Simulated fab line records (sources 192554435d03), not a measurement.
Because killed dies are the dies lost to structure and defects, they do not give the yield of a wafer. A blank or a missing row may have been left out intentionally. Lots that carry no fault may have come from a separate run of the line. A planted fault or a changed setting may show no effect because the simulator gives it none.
fab line records    flow n5Finfet
record: lots: 7  wafers: 18  lastDay: 18
route steps=1938 shown BEOL_M0_CUTY@703 BEOL_M0@715 BEOL_M4@1111 PASSIVATION@1936
lots untouched by any fault: they come from a run of this same line in which no faults occurred
startH: start of the lot's first displayed wafer, in hours after the record's first day    waitH: hours elapsed since this lot's preceding step    " identical to the entry in the row above    L1.1+2: a single row standing in for several wafers    - no value present, or no start provided    * or withheld: withheld    < > ~ a bound
route shown NAME@n: a module of which the file shows steps, and the number in the route of the first    usual: mean/standard deviation of fault-free wafers    same: alike in all rows    chamber/n: place in a boat    sites: per-site readings    _std_site: standard deviation across them    _edge_site: the outer-site mean with the inner-site mean subtracted    radiusMm: how far each site lies from the wafer's centre    mask NAME#n: copy n    behind: the most recent tool/chamber to have shaped the wafer    hold: why the lot went on hold/how many hours it stayed there/how the hold came to an end    device: transistor that didn't switch, given as n, p or np    end of line: the same wafers' tests at the end of the route    a step without rows: its recipe alone    killed: dies that structure and defects cost at the first sort, which is not the same as the wafer's yield    map: dies across one wafer; x = killed, . = not, _ = none there
set.NAME: the setting as run; set.NAME@STEP: as run at that earlier step    model.NAME: the simulator's own value behind a step, which no gauge read
lots seen at some steps along the route; tables by step, rows by wafer
services: the hour from which a tool's chamber was out of use, counted from the record's first day as startH (under 0 if before that day), plus the number of hours and why
== steps ==
step: N5_BEOL_M0_CUTY_EBR_52
recipe: solvent: PGMEA  ebrWidthMm: 1.5
step: N5_BEOL_M0_CUTY_SOFTBAKE_53
recipe: tempC: 110  timeS: 60  resist: CAR-ArF-block
step: N5_BEOL_M0_CUTY_EXPOSE_54
recipe: maskId: M0_ABLK  na: 1.35  sourceShape: conventional  sigmaOuter: 0.8  polarization: unpolarized  doseMj: 36
step: N5_BEOL_M0_CUTY_PEB_55
recipe: pebTempC: 110  pebTimeS: 60  resist: CAR-ArF-block
step: N5_BEOL_M0_CUTY_DEVELOP_56
recipe: developTimeS: 30  developer: TMAH  resist: CAR-ArF-block  rinseLiquid: diw  dry: airSpin  devTempC: 23
step: N5_BEOL_M0_CUTY_CD_MEAS_57
recipe: targetCdNm: 200  landingEnergyEv: 500  detector: seInlens  polarity: line
usual: cdNm: 200.3/0.91
lot.wafer  tool      chamber  startH  waitH  cdNm
L352.1     cdSem-02  0        114.40  -      201.6
L352.2     "         0        "       "      200.7
L352.3     "         0        "       "      201.4
L361.2     cdSem-03  0        167.89  -      199.6
L361.6     "         0        "       "      199.9
L363.3     cdSem-03  0        179.85  -      199.3
L363.6     "         0        "       "      200.4
L365.2     cdSem-02  0        187.82  -      201.8
L365.6     "         0        "       "      201.3
L372.2     cdSem-01  0        239.55  -      199.4
L372.3     "         0        "       "      200.6
L372.4     "         0        "       "      200.8
L373.1     cdSem-01  0        251.81  -      201.2
L373.5     "         0        "       "      201.5
L373.6     "         0        "       "      201.3
L375.1     cdSem-03  0        259.70  -      199.6
L375.3     "         0        "       "      199.0
L375.6     "         0        "       "      198.5
step: N5_BEOL_M0_CUTY_OVL_MEAS_58
recipe: pointsPerWafer: 44
usual: M0_ABLK_OVL: -0.1/0.86
lot.wafer  tool        chamber  startH  waitH  M0_ABLK_OVL[nm]
L352.1     overlay-02  0        114.43  0.0    0.4
L352.2     "           0        "       "      1.0
L352.3     "           0        "       "      -0.1
L361.2     overlay-01  0        167.92  0.0    -0.1
L361.6     "           0        "       "      0.0
L363.3     overlay-01  0        179.88  0.0    -0.5
L363.6     "           0        "       "      0.2
L365.2     overlay-01  0        187.85  0.0    -0.6
L365.6     "           0        "       "      -0.2
L372.2     overlay-02  0        239.58  0.0    -0.7
L372.3     "           0        "       "      -1.5
L372.4     "           0        "       "      -0.2
L373.1     overlay-01  0        251.84  0.0    -1.2
L373.5     "           0        "       "      -1.3
L373.6     "           0        "       "      -1.1
L375.1     overlay-01  0        259.73  0.0    -0.8
L375.3     "           0        "       "      -1.5
L375.6     "           0        "       "      -1.2
step: N5_BEOL_M0_CUTY_INSPECT_59
recipe: mode: adi  inspectInstrument: macro
usual: rawDefectCount: 2.2/1.4
lot.wafer  tool              chamber  startH  waitH  rawDefectCount
L352.1     defectInspect-01  -        114.46  0.0    2
L352.2     "                 -        "       "      0
L352.3     "                 -        "       "      3
L361.2     defectInspect-02  -        167.94  0.0    3
L361.6     "                 -        "       "      4
L363.3     defectInspect-01  -        179.91  0.0    2
L363.6     "                 -        "       "      2
L365.2     defectInspect-01  -        187.87  0.0    5
L365.6     "                 -        "       "      1
L372.2     defectInspect-02  -        239.61  0.0    0
L372.3     "                 -        "       "      3
L372.4     "                 -        "       "      0
L373.1     defectInspect-01  -        251.86  0.0    2
L373.5     "                 -        "       "      4
L373.6     "                 -        "       "      3
L375.1     defectInspect-02  -        259.75  0.0    2
L375.3     "                 -        "       "      1
L375.6     "                 -        "       "      2
step: N5_BEOL_M0_CUTY_DESCUM_61
recipe: chemistry: O2  timeS: 7.9  sourcePowerW: 50  biasPowerW: 20  pressureMtorr: 20  rfFrequencyHz: 2.712e+07  tempC: 40  resist: CAR-ArF-block  o2FlowSccm: 225
usual: drypumpMotorCurrentA: 5.6/0.54  oesProductAu: 0.81/0.061  rfVppV: 243.0/1.3  showerheadPlenumPTorr: 2.09/0.065  tempC: 40.01/0.12  throttleValvePct: 20.42/0.23
lot.wafer  tool        chamber  startH  waitH  drypumpMotorCurrentA  oesProductAu  rfHoursCounterH  rfVppV  showerheadPlenumPTorr  tempC  throttleValvePct
L352.1     rieDiel-02  3        114.94  0.5    5.4                   0.80          125              244.6   2.21                   40.13  20.56
L352.2     "           0        "       "      5.4                   0.74          134              244.1   2.08                   39.90  20.45
L352.3     "           2        "       "      5.1                   0.97          6                243.0   2.05                   39.97  20.57
L361.2     rieDiel-06  2        167.97  0.0    5.4                   0.81          92               242.2   2.02                   40.12  20.32
L361.6     "           3        "       "      6.6                   0.79          -                242.9   2.12                   39.85  20.63
L363.3     rieDiel-06  1        179.94  0.0    4.9                   0.74          163              241.7   2.03                   40.09  20.73
L363.6     "           3        "       "      6.6                   0.78          -                244.3   2.12                   39.94  20.64
L365.2     rieDiel-06  3        187.91  0.0    6.6                   0.77          95               243.7   2.12                   40.23  20.61
L365.6     "           1        "       "      4.9                   0.73          -                240.5   2.03                   40.09  20.74
L372.2     rieDiel-06  0        239.73  0.1    6.2                   0.83          57               242.7   2.03                   40.16  20.46
L372.3     "           2        "       "      5.5                   0.78          117              240.4   2.01                   39.98  20.36
L372.4     "           2        "       "      5.5                   0.78          -                241.0   2.01                   40.02  20.37
L373.1     rieDiel-06  0        251.90  0.0    6.2                   0.83          61               242.5   2.03                   40.18  20.48
L373.5     "           0        "       "      6.3                   0.84          -                242.5   2.03                   39.97  20.48
L373.6     "           3        "       "      6.6                   0.77          -                242.9   2.11                   40.06  20.65
L375.1     rieDiel-06  1        259.79  0.0    4.9                   0.72          191              242.7   2.02                   40.05  20.76
L375.3     "           2        "       "      5.4                   0.78          123              241.5   2.01                   40.11  20.39
L375.6     "           3        "       "      6.6                   0.76          -                242.6   2.11                   40.04  20.67
step: N5_BEOL_M0_CUTY_ETCH_62
recipe: chemistry: CF4  target: SiARC  maskMaterial: CAR-ArF-block  timeS: 58.5  ionEnergyEv: 80  pressureMtorr: 40  sourceW: 545  biasW: 36  Ar_flow_sccm: 100  cf4FlowSccm: 100  ends: cleared
usual: drypumpMotorCurrentA: 5.6/0.54  etchRfOnTimeS: 59.3/1.5  oesProductAu: 0.69/0.053  rfVppV: 183.9/1.1  showerheadPlenumPTorr: 2.14/0.058  throttleValvePct: 15.58/0.21
lot.wafer  tool        chamber  startH  waitH  drypumpMotorCurrentA  etchRfOnTimeS  oesProductAu  rfHoursCounterH  rfVppV  showerheadPlenumPTorr  throttleValvePct
L352.1     rieDiel-02  3        114.98  0.0    5.4                   59.4           0.67          125              183.6   2.23                   15.65
L352.2     "           0        "       "      5.4                   61.5           0.62          134              183.5   2.15                   15.80
L352.3     "           2        "       "      5.1                   57.4           0.83          6                183.1   2.10                   15.59
L361.2     rieDiel-06  2        168.01  0.0    5.4                   61.9           0.69          92               184.2   2.09                   15.63
L361.6     "           3        "       "      6.6                   58.5           0.68          -                185.4   2.17                   15.70
L363.3     rieDiel-06  1        179.97  0.0    4.9                   59.0           0.63          163              184.0   2.05                   15.71
L363.6     "           3        "       "      6.6                   58.2           0.68          -                184.2   2.16                   15.72
L365.2     rieDiel-06  3        187.94  0.0    6.6                   58.9           0.67          95               184.7   2.16                   15.72
L365.6     "           1        "       "      4.8                   60.0           0.63          -                184.4   2.05                   15.72
L372.2     rieDiel-06  0        239.76  0.0    6.2                   58.6           0.72          57               181.9   2.10                   15.69
L372.3     "           2        "       "      5.4                   61.2           0.67          117              183.5   2.08                   15.67
L372.4     "           2        "       "      5.4                   61.7           0.67          -                182.4   2.08                   15.68
L373.1     rieDiel-06  0        251.93  0.0    6.2                   58.9           0.72          61               183.9   2.10                   15.69
L373.5     "           0        "       "      6.2                   58.9           0.71          -                183.7   2.10                   15.71
L373.6     "           3        "       "      6.6                   58.5           0.66          -                183.3   2.16                   15.74
L375.1     rieDiel-06  1        259.82  0.0    4.8                   59.5           0.61          191              181.2   2.04                   15.76
L375.3     "           2        "       "      5.4                   61.6           0.66          123              184.1   2.08                   15.68
L375.6     "           3        "       "      6.6                   58.0           0.67          -                183.8   2.16                   15.74
step: N5_BEOL_M0_CUTY_ETCH_63
recipe: chemistry: N2/H2  target: SOC  targetDepthA: 827  overetchA: 165  maskMaterial: SiARC  tempC: 40  ionEnergyEv: 200  timeS: 124  pressureMtorr: 30  sourceW: 840  biasW: 150  n2FlowSccm: 200  h2FlowSccm: 200
usual: drypumpMotorCurrentA: 5.6/0.54  oesProductAu: 0.67/0.049  rfVppV: 523.6/2.2  showerheadPlenumPTorr: 2.53/0.077  tempC: 39.98/0.12  throttleValvePct: 17.77/0.25
lot.wafer  tool        chamber  startH  waitH  drypumpMotorCurrentA  oesProductAu  rfHoursCounterH  rfVppV  showerheadPlenumPTorr  tempC  throttleValvePct
L352.1     rieDiel-02  3        115.03  0.0    5.4                   0.64          126              526.1   2.66                   39.83  17.76
L352.2     "           0        "       "      5.4                   0.62          134              523.7   2.55                   39.98  17.98
L352.3     "           2        "       "      5.1                   0.78          6                521.9   2.50                   40.02  18.07
L361.2     rieDiel-06  2        168.05  0.0    5.5                   0.67          92               520.9   2.46                   39.85  17.65
L361.6     "           3        "       "      6.6                   0.65          -                523.0   2.58                   40.07  18.05
L363.3     rieDiel-06  1        180.02  0.0    4.9                   0.61          163              521.2   2.42                   39.80  17.84
L363.6     "           3        "       "      6.6                   0.66          -                523.9   2.58                   40.07  18.05
L365.2     rieDiel-06  3        187.99  0.0    6.6                   0.66          95               525.3   2.58                   39.85  18.07
L365.6     "           1        "       "      4.8                   0.61          -                519.8   2.42                   39.80  17.85
L372.2     rieDiel-06  0        239.81  0.0    6.3                   0.69          57               524.0   2.47                   40.01  17.80
L372.3     "           2        "       "      5.4                   0.66          117              520.5   2.45                   39.89  17.68
L372.4     "           2        "       "      5.4                   0.66          -                521.7   2.45                   39.91  17.67
L373.1     rieDiel-06  0        251.98  0.0    6.2                   0.70          61               522.4   2.47                   39.99  17.82
L373.5     "           0        "       "      6.2                   0.69          -                521.2   2.47                   39.76  17.82
L373.6     "           3        "       "      6.6                   0.63          -                523.6   2.57                   40.08  18.10
L375.1     rieDiel-06  1        259.87  0.0    4.9                   0.59          191              522.0   2.41                   40.07  17.88
L375.3     "           2        "       "      5.4                   0.66          123              522.3   2.44                   39.82  17.69
L375.6     "           3        "       "      6.6                   0.64          -                523.9   2.56                   40.14  18.10
step: N5_BEOL_M0_CUTY_STRIP_64
recipe: chemistry: N2/H2  tempC: 40  n2FlowSccm: 200  h2FlowSccm: 200  rfFrequencyHz: 6e+07
step: N5_BEOL_M0_ETCH_138
recipe: chemistry: CH3F/O2  targetDepthA: 120  target: SiCN  timeS: 31.6  ionEnergyEv: 120  pressureMtorr: 30  sourceW: 395  biasW: 75  Ar_flow_sccm: 150  CH3F_flow_sccm: 30  O2_flow_sccm: 20  ends: cleared
usual: CH3F_flow_sccm: 30.00/0.096  drypumpMotorCurrentA: 5.6/0.54  etchRfOnTimeS: 29.3/0.86  oesProductAu: 0.69/0.052  rfVppV: 297.2/1.5  showerheadPlenumPTorr: 2.00/0.056  throttleValvePct: 16.29/0.21
lot.wafer  tool        chamber  startH  waitH  CH3F_flow_sccm  drypumpMotorCurrentA  etchRfOnTimeS  oesProductAu  rfHoursCounterH  rfVppV  showerheadPlenumPTorr  throttleValvePct
L352.1     rieDiel-02  3        115.15  0.0    30.03           5.4                   28.8           0.67          126              299.0   2.09                   16.34
L352.2     "           0        "       "      29.89           5.4                   29.4           0.63          134              298.1   2.01                   16.46
L352.3     "           2        "       "      29.80           5.1                   27.5           0.83          6                298.1   1.96                   16.34
L361.2     rieDiel-06  2        168.18  0.0    30.01           5.4                   38.0           0.62          92               296.5   1.94                   16.28
L361.6     "           3        "       "      29.85           6.6                   37.4           0.60          -                298.6   2.03                   16.43
L363.3     rieDiel-06  1        180.14  0.0    30.15           4.8                   29.2           0.64          163              295.4   1.91                   16.45
L363.6     "           3        "       "      29.94           6.6                   37.7           0.59          -                298.4   2.02                   16.43
L365.2     rieDiel-06  3        188.11  0.0    30.03           6.6                   36.1           0.60          95               297.7   2.02                   16.44
L365.6     "           1        "       "      29.93           4.8                   36.4           0.56          -                294.7   1.91                   16.49
L372.2     rieDiel-06  0        239.93  0.0    29.93           6.2                   28.0           0.72          57               296.2   1.96                   16.43
L372.3     "           2        "       "      30.03           5.4                   31.5           0.67          117              296.6   1.93                   16.35
L372.4     "           2        "       "      29.93           5.5                   30.1           0.67          -                295.8   1.93                   16.34
L373.1     rieDiel-06  0        252.10  0.0    30.15           6.2                   28.6           0.72          61               297.9   1.96                   16.44
L373.5     "           0        "       "      29.88           6.2                   29.6           0.72          -                295.9   1.96                   16.42
L373.6     "           3        "       "      30.01           6.6                   30.2           0.66          -                298.4   2.02                   16.48
L375.1     rieDiel-06  1        259.99  0.0    30.10           4.8                   29.0           0.61          191              294.3   1.91                   16.52
L375.3     "           2        "       "      30.03           5.5                   30.0           0.67          123              296.0   1.93                   16.35
L375.6     "           3        "       "      30.12           6.6                   29.5           0.66          -                297.9   2.02                   16.48
step: N5_BEOL_M0_HM_OPEN_105
recipe: chemistry: Cl2/BCl3  targetDepthA: 120  target: TiN  ionEnergyEv: 150  pressureMtorr: 10  icpW: 1000  biasW: 126  Cl2_flow_sccm: 53.25  bcl3FlowSccm: 21.75  Ar_flow_sccm: 25
usual: drypumpMotorCurrentA: 5.7/0.52  heBacksideLeakSccm: 3.38/0.27  oesProductAu: 0.78/0.1  throttleValvePct: 21.92/0.2
lot.wafer  tool         chamber  startH  waitH  drypumpMotorCurrentA  heBacksideLeakSccm  oesProductAu  rfHoursCounterH  throttleValvePct
L352.1     rieMetal-03  1        115.25  0.1    5.9                   3.17                0.72          72               21.57
L352.2     "            0        "       "      4.7                   3.26                0.81          31               22.04
L352.3     "            0        "       "      4.6                   3.41                0.80          -                22.06
L361.2     rieMetal-01  1        173.08  4.9    5.8                   3.73                0.65          108              22.17
L361.6     "            0        "       "      6.2                   3.20                0.89          -                21.86
L363.3     rieMetal-03  0        180.51  0.3    4.6                   3.57                0.80          -                22.03
L363.6     "            0        "       "      4.6                   3.57                0.80          -                22.06
L365.2     rieMetal-02  1        188.51  0.4    5.6                   3.55                0.95          5                21.90
L365.6     "            1        "       "      5.6                   3.55                0.94          -                21.90
L372.2     rieMetal-03  1        243.34  3.4    5.9                   3.33                0.69          83               21.58
L372.3     "            1        "       "      5.9                   3.18                0.69          -                21.61
L372.4     "            0        "       "      4.6                   3.41                0.78          -                22.07
L373.1     rieMetal-01  0        252.37  0.2    6.1                   3.18                0.85          13               21.87
L373.5     "            0        "       "      6.2                   3.15                0.86          -                21.86
L373.6     "            0        "       "      6.1                   3.14                0.86          -                21.89
L375.1     rieMetal-02  1        261.35  1.3    5.6                   3.56                0.89          12               21.91
L375.3     "            0        "       "      6.1                   3.24                0.72          -                22.03
L375.6     "            0        "       "      6.1                   3.13                0.73          -                22.03
step: N5_BEOL_M4_RC_MEAS_101
usual: DIBL_N: 36.0/1.9  DIBL_P: 36.0/2.1  IOFF_N: 0.155/0.029  IOFF_P: 0.20/0.032  ION_N: 672/11  ION_P: 461/6.9  SS_N: 71.5/0.58  SS_P: 73.2/0.64  VT_N: 250.4/2.9  VT_P: -251.0/2.8
lot.wafer  tool       chamber  startH  waitH  DIBL_N[mV/V]  DIBL_P[mV/V]  IOFF_N[nA/um]  IOFF_P[nA/um]  ION_N[uA/um]  ION_P[uA/um]  SS_N[mV/dec]  SS_P[mV/dec]  VT_N[mV]  VT_P[mV]
L352.1     prober-02  0        179.89  0.0    35.1          34.2          0.126          0.16           654           438           71.7          72.7          255.4     -258.2
L352.2     "          0        "       "      34.4          34.5          0.125          0.15           663           452           70.8          72.5          252.5     -258.4
L352.3     "          0        "       "      34.0          34.4          0.124          0.16           672           456           71.2          72.5          251.0     -254.6
L363.3     prober-01  0        238.26  0.3    34.5          33.6          0.121          0.18           667           459           71.1          72.4          252.2     -252.0
L363.6     "          0        "       "      35.1          34.4          0.130          0.19           656           456           71.6          72.4          255.0     -252.9
L361.2     prober-01  0        241.12  0.2    32.8          32.3          0.099          0.15           644           448           70.2          72.5          257.9     -254.0
L361.6     "          0        "       "      34.1          34.3          0.123          0.17           651           454           72.0          72.1          256.5     -250.7
L365.2     prober-01  0        246.66  0.2    34.3          34.8          0.159          0.19           681           464           71.5          73.5          248.2     -253.9
L365.6     "          0        "       "      35.7          35.8          0.171          0.20           673           459           71.9          73.3          249.8     -253.1
L372.2     prober-02  0        304.13  0.2    38.9          38.1          0.198          0.23           689           466           72.3          73.8          246.5     -250.8
L372.3     "          0        "       "      36.3          34.6          0.139          0.20           663           457           71.3          72.9          251.5     -250.9
L372.4     "          0        "       "      36.6          35.3          0.146          0.19           672           458           71.8          72.9          250.0     -252.7
L375.1     prober-01  0        311.35  0.0    35.8          33.2          0.143          0.18           661           453           71.0          73.1          250.2     -253.6
L375.3     "          0        "       "      37.8          36.0          0.173          0.22           665           453           72.0          74.1          247.7     -250.3
L375.6     "          0        "       "      38.5          37.5          0.198          0.25           685           465           72.1          74.3          247.6     -248.4
L373.1     prober-02  0        311.89  0.0    34.8          34.8          0.151          0.21           676           463           71.3          72.6          251.0     -250.0
L373.5     "          0        "       "      33.5          33.6          0.134          0.19           677           468           71.2          72.5          252.4     -247.9
L373.6     "          0        "       "      33.5          33.8          0.130          0.18           673           463           71.0          71.8          253.3     -252.4
step: N5_PASSIVATION_PROBE_49
usual: defectLimitedYield: 91.0/1.5  killed_at_M0_to_M3: 33/9.4  killed_at_M4_up: 14/4.8  killedAtContacts: 13/7.3  killedAtFrontEnd: 43/13  killedAtOther: 3.6/2.9  killedDies: 106/18  killedOnRim: 14/4.2  killedOpen: 69/13  killedShort: 35/8.2  sort_bin_5_function: 5.3/1  sort_bin_6_memory: 3.3/0.68  sort_bin_8_speed: 0.01/0.027  sortNPass: 1074/18  sortYieldPct: 91.0/1.5
same: grossDies: 1180  killedAtBackSide: 0  sort_bin_4_leakage[%]: 0
lot.wafer  tool       chamber  startH  waitH  defectLimitedYield[%]  killed_at_M0_to_M3  killed_at_M4_up  killedAtContacts  killedAtFrontEnd  killedAtOther  killedDies  killedOnRim  killedOpen  killedShort  sort_bin_5_function[%]  sort_bin_6_memory[%]  sort_bin_8_speed[%]  sortNPass  sortYieldPct[%]
L352.1     prober-02  -        277.08  0.2    92.2                   41                  9                12                27                3              92          12           55          36           4.7                     2.9                   0.08                 1087       92.1
L352.2     prober-02  -        277.13  0.3    90.1                   42                  14               18                41                2              117         15           87          29           5.6                     3.8                   0                    1063       90.1
L352.3     prober-02  -        277.18  0.3    90.7                   30                  14               25                39                2              110         11           79          31           5.8                     3.3                   0                    1070       90.7
L363.3     prober-02  -        345.18  0.1    89.7                   34                  8                6                 68                5              121         12           78          40           6.1                     3.5                   0                    1059       89.7
L363.6     prober-02  -        345.33  0.3    91.9                   33                  13               8                 41                1              96          10           59          36           4.6                     3.3                   0                    1084       91.9
L361.2     prober-01  -        350.94  0.1    92.1                   28                  9                11                43                2              93          8            58          30           4.2                     3.0                   0.17                 1085       91.9
L361.6     prober-01  -        351.14  0.3    89.0                   41                  12               25                51                1              130         13           84          44           6.7                     3.7                   0                    1050       89.0
L365.2     prober-01  -        358.15  0.1    92.7                   23                  8                4                 45                6              86          8            53          32           3.9                     3.0                   0                    1094       92.7
L365.6     prober-01  -        358.35  0.3    92.3                   41                  8                5                 34                3              91          15           69          21           4.6                     2.9                   0                    1089       92.3
L372.2     prober-02  -        404.24  0.1    90.8                   30                  7                10                58                3              108         16           70          32           5.0                     3.4                   0                    1072       90.8
L372.3     prober-02  -        404.29  0.1    89.7                   29                  14               8                 68                3              122         16           78          40           5.8                     4.1                   0                    1058       89.7
L372.4     prober-02  -        404.34  0.2    88.1                   33                  6                15                84                2              140         17           92          45           6.4                     4.8                   0                    1040       88.1
L375.1     prober-01  -        415.81  0.0    89.5                   52                  17               25                25                5              124         20           81          38           6.4                     3.4                   0                    1056       89.5
L375.3     prober-01  -        415.91  0.1    87.4                   49                  18               24                55                3              149         19           93          54           8.1                     3.9                   0                    1031       87.4
L375.6     prober-01  -        416.06  0.3    90.3                   37                  14               12                42                10             115         21           82          33           6.4                     3.3                   0                    1065       90.3
L373.1     prober-01  -        421.92  0.0    91.6                   28                  5                17                48                1              99          21           64          35           5.0                     2.9                   0                    1081       91.6
L373.5     prober-01  -        422.12  0.2    90.8                   42                  10               16                38                2              108         11           65          37           5.5                     3.0                   0                    1072       90.8
L373.6     prober-01  -        422.17  0.3    92.2                   28                  24               17                23                0              92          16           43          41           4.2                     2.8                   0                    1088       92.2
killed by level:class
L352.1 BEOL_M0_SAQP:geometricParticle:short=14 MOL_CONTACT_COAG:geometricParticle:open=10 BEOL_M0_SAQP:geometricParticle:open=7 BEOL_M0:geometricParticle:short=5 BEOL_M2:geometricParticle:open=5 FIN_SAQP:geometricParticle:open=4 BEOL_M3:geometricParticle:open=4 STARTING-WAFER:geometricParticle:open=4
L352.2 MOL_CONTACT_COAG:geometricParticle:open=16 BEOL_M3:geometricParticle:open=15 STI_FIN_REVEAL:geometricParticle:open=12 BEOL_M2:geometricParticle:open=8 BEOL_M4:geometricParticle:open=8 DUMMY_GATE:geometricParticle:open=7 BEOL_M0_SAQP:geometricParticle:open=6 BEOL_M0_SAQP:geometricParticle:short=6
L352.3 MOL_CONTACT_COAG:geometricParticle:open=21 STI_FIN_REVEAL:geometricParticle:open=11 DUMMY_GATE:geometricParticle:open=11 BEOL_M2:geometricParticle:open=9 BEOL_M1:geometricParticle:open=6 BEOL_M3:geometricParticle:open=5 BEOL_M4:geometricParticle:open=5 GATE_CUT:geometricParticle:short=4
L363.3 FIN_SAQP:geometricParticle:open=20 FIN_SAQP:geometricParticle:short=13 BEOL_M0_SAQP:geometricParticle:open=11 STI_FIN_REVEAL:geometricParticle:open=7 BEOL_M2:geometricParticle:open=7 MOL_CONTACT_COAG:geometricParticle:open=6 BEOL_M0_SAQP:geometricParticle:short=6 GATE_CUT:geometricParticle:short=5
L363.6 FIN_SAQP:geometricParticle:open=9 BEOL_M0_SAQP:geometricParticle:open=9 MOL_CONTACT_COAG:geometricParticle:open=6 FIN_SAQP:geometricParticle:short=5 BEOL_M1:geometricParticle:open=5 BEOL_M2:geometricParticle:open=5 BEOL_M5:geometricParticle:short=5 STI_FIN_REVEAL:geometricParticle:open=4
L361.2 FIN_SAQP:geometricParticle:open=10 MOL_CONTACT_COAG:geometricParticle:open=10 FIN_SAQP:geometricParticle:short=9 BEOL_M2:geometricParticle:open=7 STI_FIN_REVEAL:geometricParticle:open=5 BEOL_M0_SAQP:geometricParticle:open=5 GATE_CUT:geometricParticle:short=4 BEOL_M0_SAQP:geometricParticle:short=4
L361.6 MOL_CONTACT_COAG:geometricParticle:open=18 BEOL_M2:geometricParticle:open=17 STI_FIN_REVEAL:geometricParticle:open=16 FIN_SAQP:geometricParticle:short=12 MOL_CONTACT_COAG:geometricParticle:short=7 BEOL_M0_SAQP:geometricParticle:short=7 BEOL_M1:geometricParticle:open=7 FIN_SAQP:geometricParticle:open=6
L365.2 STI_FIN_REVEAL:geometricParticle:open=13 FIN_SAQP:geometricParticle:short=9 STI_FIN_REVEAL:geometricParticle:short=8 BEOL_M3:geometricParticle:open=6 BEOL_M1:geometricParticle:open=5 FIN_SAQP:geometricParticle:open=4 ILD0:geometricParticle:open=4 BEOL_M0_SAQP:geometricParticle:open=4
L365.6 FIN_SAQP:geometricParticle:open=10 BEOL_M0_SAQP:geometricParticle:open=9 BEOL_M3:geometricParticle:open=9 STI_FIN_REVEAL:geometricParticle:open=7 BEOL_M0_SAQP:geometricParticle:short=6 BEOL_M1:geometricParticle:open=6 BEOL_M2:geometricParticle:open=6 ILD0:geometricParticle:open=4
L372.2 FIN_SAQP:geometricParticle:open=12 BEOL_M3:geometricParticle:open=9 MOL_CONTACT_COAG:geometricParticle:open=9 STI_FIN_REVEAL:geometricParticle:open=7 ILD0:geometricParticle:short=7 BEOL_M1:geometricParticle:open=7 GATE_CUT:geometricParticle:short=5 BEOL_M0_SAQP:geometricParticle:open=5
L372.3 STI_FIN_REVEAL:geometricParticle:open=22 FIN_SAQP:geometricParticle:short=14 BEOL_M3:geometricParticle:open=12 FIN_SAQP:geometricParticle:open=9 MOL_CONTACT_COAG:geometricParticle:open=6 GATE_CUT:geometricParticle:short=5 BEOL_M4:geometricParticle:open=5 BEOL_M0_SAQP:geometricParticle:open=4
L372.4 STI_FIN_REVEAL:geometricParticle:open=32 MOL_CONTACT_COAG:geometricParticle:open=10 BEOL_M1:geometricParticle:open=10 FIN_SAQP:geometricParticle:short=8 FIN_SAQP:geometricParticle:open=8 STI_FIN_REVEAL:geometricParticle:short=7 BEOL_M3:geometricParticle:open=7 STARTING-WAFER:geometricParticle:short=6
L375.1 MOL_CONTACT_COAG:geometricParticle:open=19 BEOL_M2:geometricParticle:open=14 BEOL_M3:geometricParticle:open=10 BEOL_M3:geometricParticle:short=7 FIN_SAQP:geometricParticle:open=6 MOL_CONTACT_COAG:geometricParticle:short=6 BEOL_M1:geometricParticle:open=6 BEOL_M4:geometricParticle:open=6
L375.3 FIN_SAQP:geometricParticle:short=20 STI_FIN_REVEAL:geometricParticle:open=17 MOL_CONTACT_COAG:geometricParticle:open=17 BEOL_M3:geometricParticle:open=16 BEOL_M2:geometricParticle:open=8 FIN_SAQP:geometricParticle:open=7 MOL_CONTACT_COAG:geometricParticle:short=7 BEOL_M0_SAQP:geometricParticle:short=7
L375.6 STI_FIN_REVEAL:geometricParticle:open=9 MOL_CONTACT_COAG:geometricParticle:open=9 BEOL_M2:geometricParticle:open=9 BEOL_M3:geometricParticle:open=9 FIN_SAQP:geometricParticle:open=8 BEOL_M4:geometricParticle:open=7 STARTING-WAFER:geometricParticle:open=7 FIN_SAQP:geometricParticle:short=5
L373.1 FIN_SAQP:geometricParticle:short=12 MOL_CONTACT_COAG:geometricParticle:open=11 FIN_SAQP:geometricParticle:open=9 GATE_CUT:geometricParticle:open=7 BEOL_M0_SAQP:geometricParticle:open=7 MOL_CONTACT_COAG:geometricParticle:short=6 BEOL_M3:geometricParticle:open=6 BEOL_M0_SAQP:geometricParticle:short=6
L373.5 BEOL_M0_SAQP:geometricParticle:open=18 BEOL_M0_SAQP:geometricParticle:short=15 MOL_CONTACT_COAG:geometricParticle:open=12 FIN_SAQP:geometricParticle:short=7 FIN_SAQP:geometricParticle:open=6 STARTING-WAFER:geometricParticle:open=5 HKMG_FIN:areaEtch=5 DUMMY_GATE:geometricParticle:open=4
L373.6 MOL_CONTACT_COAG:geometricParticle:open=13 BEOL_M4:geometricParticle:open=10 BEOL_M0_SAQP:geometricParticle:short=10 BEOL_M0:geometricParticle:short=7 FIN_SAQP:geometricParticle:short=5 MOL_CONTACT_COAG:geometricParticle:short=4 BEOL_M3:geometricParticle:open=4 BEOL_M4:geometricParticle:short=4
== services ==
tool         chamber  startH  hours  kind
rieMetal-02  1        96.26   -      clean
rieMetal-02  1        96.26   25.2   scheduledDown
rieMetal-02  1        96.26   25.2   ventCycle
rieDiel-06   -        100.57  14.6   pm
rieDiel-06   0        131.05  5.5    repair
rieMetal-03  0        132.05  12.0   repair
rieDiel-06   0        162.38  3.7    repair
rieDiel-02   1        162.82  3.1    repair
rieMetal-01  -        195.05  14.6   pm
rieMetal-01  -        210.27  0.7    repair
rieDiel-06   3        237.05  5.0    repair
rieMetal-01  1        246.97  16.4   repair
== key ==
firstSign: step: N5_BEOL_M0_ETCH_138  reading: etchRfOnTimeS  direction: up  sigmas: 9.1  usual: *  struck: *
effect: step: N5_BEOL_M0_ETCH_138  reading: oesProductAu  direction: down  sigmas: 1.9  usual: 0.69  struck: 0.59
metAt N5_BEOL_M0_ETCH_138
struckWafers L361.2,L361.6,L363.6,L365.2,L365.6
fault: kind: processParameterDrift  tool: rieDiel-06  chamber: -  onsetH: 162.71  steps: N5_BEOL_M0_ETCH_138  channel: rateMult  offset: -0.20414  shape: step  endH: 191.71  scope: struckWafersOnly
